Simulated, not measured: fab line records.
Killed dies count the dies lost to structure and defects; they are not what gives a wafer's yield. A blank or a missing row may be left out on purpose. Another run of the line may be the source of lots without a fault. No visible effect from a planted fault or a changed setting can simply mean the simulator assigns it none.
Chamber matching + flow nand harc + cmp-02 running NHARC_A_STAIRCASE_CMP_472: 4 sister chambers
The step polishes SiO2. 4 wafers are shown with their chamber, then 7 later ones without.

## WAFERS, EACH WITH ITS CHAMBER
| wafer  | chamber | motor current A (A) |
|--------|---------|---------------------|
| L084.1 | 1       | 11.0                |
| L084.2 | 0       | 13.6                |
| L086.1 | 2       | 11.4                |
| L086.2 | 3       | 11.0                |

## WAFERS WHOSE CHAMBER IS MISSING
| wafer  | motor current A (A) |
|--------|---------------------|
| L086.5 | 10.6                |
| L089.1 | 11.5                |
| L089.2 | 10.8                |
| L089.4 | 12.6                |
| L093.1 | 10.8                |
| L093.3 | 13.2                |
| L093.4 | 11.5                |

## THE CHAMBER EACH PASSED THROUGH
| wafer  | from the rows above               | in truth |
|--------|-----------------------------------|----------|
| L086.5 | can't be placed: 1 or 3 or 2      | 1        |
| L089.1 | can't be placed: 2 or 1 or 3      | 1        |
| L089.2 | can't be placed: 1 or 3 or 2      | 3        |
| L089.4 | can't be placed: 0 or 2 or 1 or 3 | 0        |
| L093.1 | can't be placed: 1 or 3 or 2      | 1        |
| L093.3 | 0                                 | 0        |
| L093.4 | can't be placed: 2 or 1 or 3      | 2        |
Correctly placed: 1 of 7. Not placeable from these rows: 6 (in 6, the candidates include the true chamber). Placed wrongly: 0.
How it was worked out, from the rows above alone: a wafer's distance from a chamber is the root of the sum, over the readings, of the square of ((its reading less the chamber's mean) divided by the reading's scatter). If the next closest chamber is less than 2 further off than the closest, the wafer can't be placed; otherwise it belongs to the closest. The mean given for a chamber averages the wafers shown for that chamber. The scatter: root of mean squared gap, hidden wafer to nearest shown wafer, with one shown wafer a chamber.
